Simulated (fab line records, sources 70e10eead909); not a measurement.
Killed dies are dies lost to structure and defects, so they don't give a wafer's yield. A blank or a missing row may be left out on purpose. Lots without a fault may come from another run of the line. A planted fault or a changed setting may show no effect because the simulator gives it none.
Which tool did it? | flow nand_harc | 14 lots, 42 wafers sampled, at 4 steps of a route of 1302

WHAT THE GAUGES READ, wafer by wafer
NHARC_A_ONON_D1_THK_MEAS_18: measures by ellipsometry. Usual: thk_nm 1000 nm, standard deviation 7.4.
lot  | measured     | on            | thk_nm (nm)    | flag
L413 | day 8 10:17  | film_metro-01 | 1008 1006 1006 |
L414 | day 9 05:22  | film_metro-01 | 991 990 989    |
L415 | day 9 05:41  | film_metro-01 | 994 995 995    |
L416 | day 9 15:23  | film_metro-01 | 1002 1002 1004 |
L417 | day 10 09:53 | film_metro-01 | 983 986 984    |
L418 | day 10 09:54 | film_metro-02 | 1010 1008 1012 |
L419 | day 11 02:40 | film_metro-01 | 1000 1002 998  |
L422 | day 12 10:14 | film_metro-01 | 1005 1004 1005 |
L425 | day 13 19:14 | film_metro-02 | 1005 1004 1002 |
L426 | day 14 07:34 | film_metro-02 | 1001 1002 1001 |
L431 | day 15 21:16 | film_metro-02 | 1010 1010 1010 |
L432 | day 16 22:10 | film_metro-01 | 992 991 990    |
L433 | day 17 02:03 | film_metro-01 | 997 997 997    |
L435 | day 17 23:16 | film_metro-02 | 998 999 999    |

NHARC_A_CHANNEL_HOLE_D1_OVL_MEAS_11. Usual: overlay_x_nm -0.1 nm, standard deviation 0.89; overlay_y_nm 0.0 nm, standard deviation 0.83.
lot  | measured     | on         | overlay_x_nm (nm) | overlay_y_nm (nm) | flag
L413 | day 8 15:58  | overlay-01 | -0.5 -0.5 -0.7    | -0.2 -0.5 -0.7    |
L414 | day 9 11:55  | overlay-02 | -2.0 -1.9 -1.9    | 1.8 1.4 1.5       |
L415 | day 9 13:20  | overlay-02 | 0.0 0.0 -0.3      | 0.6 1.2 0.5       |
L416 | day 9 21:01  | overlay-01 | 0.4 0.5 0.8       | -0.8 -1.3 -1.4    |
L417 | day 10 16:14 | overlay-01 | 0.2 -0.9 -0.4     | -0.8 -0.8 -0.5    |
L418 | day 10 15:31 | overlay-02 | -0.1 -0.1 -0.5    | 0.9 0.0 -0.1      |
L419 | day 11 10:43 | overlay-01 | -0.3 -0.6 -0.7    | 0.2 -0.4 0.1      |
L422 | day 12 15:56 | overlay-01 | 1.1 0.6 1.6       | -0.8 -0.2 -0.2    |
L425 | day 14 05:13 | overlay-01 | 1.3 1.4 0.8       | -0.6 -0.1 0.5     |
L426 | day 14 14:55 | overlay-01 | -0.5 -0.2 -0.2    | -0.4 -0.5 -0.3    |
L431 | day 16 04:07 | overlay-01 | -1.1 -0.9 -0.8    | 0.4 0.7 0.2       |
L432 | day 17 04:04 | overlay-02 | -0.4 -0.8 -0.2    | 0.4 0.6 0.3       |
L433 | day 17 07:58 | overlay-02 | -0.5 -0.3 -0.4    | -1.5 -1.9 -1.5    |
L435 | day 18 04:46 | overlay-02 | -0.4 -0.3 -0.2    | 1.1 0.4 0.7       |

NHARC_A_CHANNEL_HOLE_D1_INSPECT_12. Usual: raw_defect_count 5.4, standard deviation 2.7.
lot  | measured     | on                | raw_defect_count | flag
L413 | day 8 15:59  | defect_inspect-02 | 2 3 7            |
L414 | day 9 11:58  | defect_inspect-02 | 4 3 3            |
L415 | day 9 13:22  | defect_inspect-02 | 1 5 4            |
L416 | day 9 21:04  | defect_inspect-02 | 5 3 7            |
L417 | day 10 16:16 | defect_inspect-01 | 6 3 6            |
L418 | day 10 15:33 | defect_inspect-02 | 4 5 5            |
L419 | day 11 10:46 | defect_inspect-02 | 7 11 6           |
L422 | day 12 15:59 | defect_inspect-01 | 3 1 7            |
L425 | day 14 05:16 | defect_inspect-01 | 3 7 9            |
L426 | day 14 14:58 | defect_inspect-02 | 4 5 6            |
L431 | day 16 04:09 | defect_inspect-02 | 6 6 9            |
L432 | day 17 04:06 | defect_inspect-01 | 3 5 3            |
L433 | day 17 08:01 | defect_inspect-02 | 7 6 6            |
L435 | day 18 04:49 | defect_inspect-02 | 4 5 4            |

WHICH TOOL RAN EACH LOT (tool, then ch and the chambers of the sampled wafers, then the start)
lot  | NHARC_A_CHANNEL_HOLE_D1_SOFTBAKE_05
L413 | litho_track-01 ch 0, day 8 15:00
L414 | litho_track-06 ch 0, day 9 11:00
L415 | litho_track-01 ch 0, day 9 12:00
L416 | litho_track-06 ch 0, day 9 20:00
L417 | litho_track-06 ch 0, day 10 15:00
L418 | litho_track-04 ch 0, day 10 14:00
L419 | litho_track-04 ch 0, day 11 10:00
L422 | litho_track-06 ch 0, day 12 15:00
L425 | litho_track-01 ch 0, day 14 04:00
L426 | litho_track-01 ch 0, day 14 14:00
L431 | litho_track-04 ch 0, day 16 03:00
L432 | litho_track-06 ch 0, day 17 03:00
L433 | litho_track-01 ch 0, day 17 07:00
L435 | litho_track-04 ch 0, day 18 04:00
- NHARC_A_CHANNEL_HOLE_D1_SOFTBAKE_05: time 55 s.

WHAT THE TOOLS THEMSELVES READ (means of the sampled wafers that have a number; where no wafer has one, the mark that the record gives instead)
NHARC_A_CHANNEL_HOLE_D1_SOFTBAKE_05. Usual: heater_power_total_W 188.46 W, standard deviation 0.15; plate_temp_C 105.01 C, standard deviation 0.14; resist_line_temp_C 23.01 C, standard deviation 0.095.
lot  | tool           | heater_power_total_W (W) | plate_temp_C (C) | resist_line_temp_C (C) | flag
L413 | litho_track-01 | 188.41                   | 104.99           | 23.07                  |
L414 | litho_track-06 | 188.36                   | 104.76           | 23.14                  |
L415 | litho_track-01 | 188.50                   | 105.02           | 22.88                  |
L416 | litho_track-06 | 188.62                   | 104.95           | 23.12                  |
L417 | litho_track-06 | 188.45                   | 105.09           | 23.05                  |
L418 | litho_track-04 | 188.50                   | 104.72           | 22.96                  |
L419 | litho_track-04 | 188.48                   | 104.92           | 23.02                  |
L422 | litho_track-06 | 188.48                   | 105.16           | 23.11                  |
L425 | litho_track-01 | 198.96                   | 109.46           | 22.98                  | OFF
L426 | litho_track-01 | 199.08                   | 109.38           | 22.95                  | OFF
L431 | litho_track-04 | 188.49                   | 104.99           | 22.99                  |
L432 | litho_track-06 | 188.39                   | 105.00           | 22.89                  |
L433 | litho_track-01 | 188.42                   | 104.91           | 23.09                  |
L435 | litho_track-04 | 188.37                   | 105.02           | 22.89                  |

THE ANSWER, worked out from the rows above alone
Rule: a lot is off if the mean of its wafers that have a number lies more than 3 standard deviations from the usual mean. A lot without any number at a reading at which 4 lots or more have one is off too. The other lots that the step has rows for count as sound. The gauges are gone through in route order, then the tools' own readings, and for those a lot's mean is taken as printed above. The first step at which some lot is off is used, and at that step the reading that is off furthest; a lot without a number counts as furthest.
Off: L425, L426, at NHARC_A_CHANNEL_HOLE_D1_SOFTBAKE_05 (heater_power_total_W).
A tool fits if, at that step or a process step before it, it ran every lot that is off, and no sound lot after the first of them. None of those tried fits.

WHAT THE SIMULATOR HAD PUT IN
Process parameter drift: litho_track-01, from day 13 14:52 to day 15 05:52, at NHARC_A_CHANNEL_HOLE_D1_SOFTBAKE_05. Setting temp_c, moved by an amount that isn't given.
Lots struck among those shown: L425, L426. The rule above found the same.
